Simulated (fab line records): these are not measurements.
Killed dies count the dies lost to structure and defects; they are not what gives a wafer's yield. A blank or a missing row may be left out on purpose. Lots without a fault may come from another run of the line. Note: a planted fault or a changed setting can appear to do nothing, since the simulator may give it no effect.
Split-lot experiment | flow n5-finfet | 7 lots, 21 wafers read, on a route of 1938 steps

THE SPLIT
At N5_BEOL_M5_COAT_65 (time 60 s, resist thk 60 nm), the setting spin-rpm was moved away from the recipe's 1500 rpm on 11 of the 21 wafers read, by -4.6% to +9.1%. For the rest of the wafers, this setting stayed at what the recipe calls for.

Reading taken at the split's own step.

THE READING
SOC_of_BEOL_M5_COAT_65.thk-nm (the simulator's own value, which no gauge read), in nm, at N5_BEOL_M5_COAT_65 (time 60 s, resist thk 60 nm). The file gives no usual value for it. Here, 10 wafers ran the recipe; their average is 60.2 nm with a standard deviation of 0.15 nm.

wafer  | tool, chamber at the split | spin-rpm as run, rpm | against the recipe | SOC_of_BEOL_M5_COAT_65.thk-nm, nm | against lot-mates on the recipe
L076.1 | litho-track-01, 0          | 1558                 | +3.9%              | 59                                | -1.2
L076.3 | litho-track-01, 0          | 1558                 | +3.9%              | 59                                | -1.2
L076.4 | litho-track-01, 0          | 1500                 | recipe             | 60.2                              | -
L079.2 | litho-track-05, 0          | 1636                 | +9.1%              | 57.4                              | -2.6
L079.4 | litho-track-05, 0          | 1636                 | +9.1%              | 57.2                              | -2.8
L079.6 | litho-track-05, 0          | 1500                 | recipe             | 60                                | -
L080.4 | litho-track-03, 0          | 1431                 | -4.6%              | 61.2                              | +1.2
L080.6 | litho-track-03, 0          | 1431                 | -4.6%              | 61.2                              | +1.2
L080.5 | litho-track-03, 0          | 1500                 | recipe             | 60                                | -
L081.1 | litho-track-03, 0          | 1623                 | +8.2%              | 57.8                              | no lot-mate on the recipe
L081.6 | litho-track-03, 0          | 1623                 | +8.2%              | 57.8                              | no lot-mate on the recipe
L081.3 | litho-track-03, 0          | 1623                 | +8.2%              | 58                                | no lot-mate on the recipe
L089.1 | litho-track-01, 0          | 1500                 | recipe             | 60.4                              | -
L089.4 | litho-track-01, 0          | 1500                 | recipe             | 60.4                              | -
L089.5 | litho-track-01, 0          | 1500                 | recipe             | 60.4                              | -
L093.1 | litho-track-03, 0          | 1500                 | recipe             | 60.2                              | -
L093.2 | litho-track-03, 0          | 1500                 | recipe             | 60.2                              | -
L093.5 | litho-track-03, 0          | 1500                 | recipe             | 60.2                              | -
L094.1 | litho-track-01, 0          | 1557                 | +3.8%              | 59.2                              | -0.8
L094.2 | litho-track-01, 0          | 1557                 | +3.8%              | 58.8                              | -1.2
L094.4 | litho-track-01, 0          | 1500                 | recipe             | 60                                | -

THE FIT
A straight line over all 21 wafers: SOC_of_BEOL_M5_COAT_65.thk-nm changes by -0.287 nm for each +1% of spin-rpm; r = -0.99; the points scatter about the line by 0.19 nm.
The same after taking each lot's own level away (the mean of its wafers on the recipe; 18 wafers): -0.287 nm for each +1%; r = -1.00; scatter 0.1 nm.
The reading moves by 2.6 nm for the largest change in spin-rpm, on that fit.
Measured against the standard deviation above, the lots' own levels, which go from 60.00 to 60.40 nm, span 2.6 times it.
So the lot-to-lot level changes the slope little: the two slopes agree.
Check: with one of the wafers moved furthest among these (+9.1%) left out of the fit, the line predicts -2.64 nm for it against its lot-mates. Against them it came out at -2.6 nm.

OTHER SPLITS APPLIED TO THESE WAFERS
These wafers also went through other splits before the reading. Each is held against what the fit with the lots' levels taken away leaves over:
other split on the same wafers    | wafers away from the commonest value | r with SOC_of_BEOL_M5_COAT_65.thk-nm (lot level and that fit taken away)
N5_BEOL_M0_SAQP_EXPOSE_37 dose-mj | 7                                    | -0.08
N5_BEOL_M1_ETCH_64 bias-w         | 4                                    | -0.02
N5_BEOL_M1_VIA_ETCH_34 bias-w     | 7                                    | -0.24
N5_BEOL_M1_TRENCH_ETCH_37 bias-w  | 6                                    | +0.08
N5_BEOL_M2_ETCH_69 bias-w         | 3                                    | -0.13
N5_BEOL_M3_EXPOSE_08 dose-mj      | 5                                    | +0.32

THE FILE'S OWN FIT
SOC_of_BEOL_M5_COAT_65.thk-nm changes by -0.29 nm for each +1% of spin-rpm, r = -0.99.
